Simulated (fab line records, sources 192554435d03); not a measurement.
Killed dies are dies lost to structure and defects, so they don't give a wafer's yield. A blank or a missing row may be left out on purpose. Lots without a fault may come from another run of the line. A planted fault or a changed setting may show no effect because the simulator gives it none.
Chamber matching | flow n5_finfet | N5_BEOL_M0_STRIP_142 on rie_diel-06: 4 sister chambers
The step strips in N2/H2, time 10 s. 16 wafers are shown with their chamber, then 8 later ones without.

WAFERS WITH THEIR CHAMBER
wafer  | chamber | drypump_motor_current_A (A) | showerhead_plenum_p_Torr (Torr) | throttle_valve_pct (%)
L076.2 | 3       | 5.0                         | 2.69                            | 23.34
L076.3 | 1       | 5.9                         | 2.71                            | 23.52
L076.6 | 2       | 5.4                         | 2.59                            | 23.55
L082.1 | 1       | 5.9                         | 2.71                            | 23.53
L082.3 | 2       | 5.4                         | 2.58                            | 23.56
L082.6 | 2       | 5.4                         | 2.58                            | 23.58
L083.1 | 3       | 4.9                         | 2.69                            | 23.38
L083.2 | 2       | 5.4                         | 2.58                            | 23.55
L083.3 | 1       | 5.9                         | 2.71                            | 23.54
L084.3 | 1       | 5.9                         | 2.70                            | 23.54
L084.4 | 0       | 5.3                         | 2.59                            | 23.68
L084.6 | 1       | 5.9                         | 2.70                            | 23.52
L086.1 | 0       | 5.3                         | 2.59                            | 23.71
L086.4 | 3       | 5.0                         | 2.68                            | 23.40
L086.5 | 1       | 5.9                         | 2.70                            | 23.55
L091.1 | 0       | 5.3                         | 2.59                            | 23.70

SIGNATURES (means of the wafers above)
reading                  | chamber 0 | chamber 1 | chamber 2 | chamber 3 | scatter within a chamber
drypump_motor_current_A  | 5.300     | 5.900     | 5.400     | 4.967     | 0.0236
showerhead_plenum_p_Torr | 2.5900    | 2.7050    | 2.5825    | 2.6867    | 0.00493
throttle_valve_pct       | 23.6967   | 23.5333   | 23.5600   | 23.3733   | 0.0175
Rule: a wafer's distance from a chamber is the root of the sum, over the readings, of the square of ((its reading less the chamber's mean) divided by the reading's scatter). The wafer belongs to the nearest chamber; if the next one is less than 2 further off, it can't be placed. The scatter: the root of (the sum of the squares of (reading less its chamber's mean) over the shown wafers, divided by (wafers less chambers)).

WAFERS WITHOUT THEIR CHAMBER
wafer  | drypump_motor_current_A (A) | showerhead_plenum_p_Torr (Torr) | throttle_valve_pct (%)
L091.4 | 5.0                         | 2.68                            | 23.40
L091.6 | 5.9                         | 2.70                            | 23.58
L095.2 | 5.9                         | 2.69                            | 23.58
L095.4 | 5.0                         | 2.67                            | 23.42
L095.5 | 5.3                         | 2.58                            | 23.31
L096.3 | 5.3                         | 2.58                            | 23.72
L096.4 | 5.4                         | 2.58                            | 23.31
L096.5 | 5.9                         | 2.69                            | 23.57

WHICH CHAMBER EACH WENT THROUGH
wafer  | from the rows above | in truth
L091.4 | 3                   | 3
L091.6 | 1                   | 1
L095.2 | 1                   | 1
L095.4 | 3                   | 3
L095.5 | 2                   | 2
L096.3 | 0                   | 0
L096.4 | 2                   | 2
L096.5 | 1                   | 1
Placed correctly: 8 of 8. Can't be placed from these rows: 0. Placed wrongly: 0.
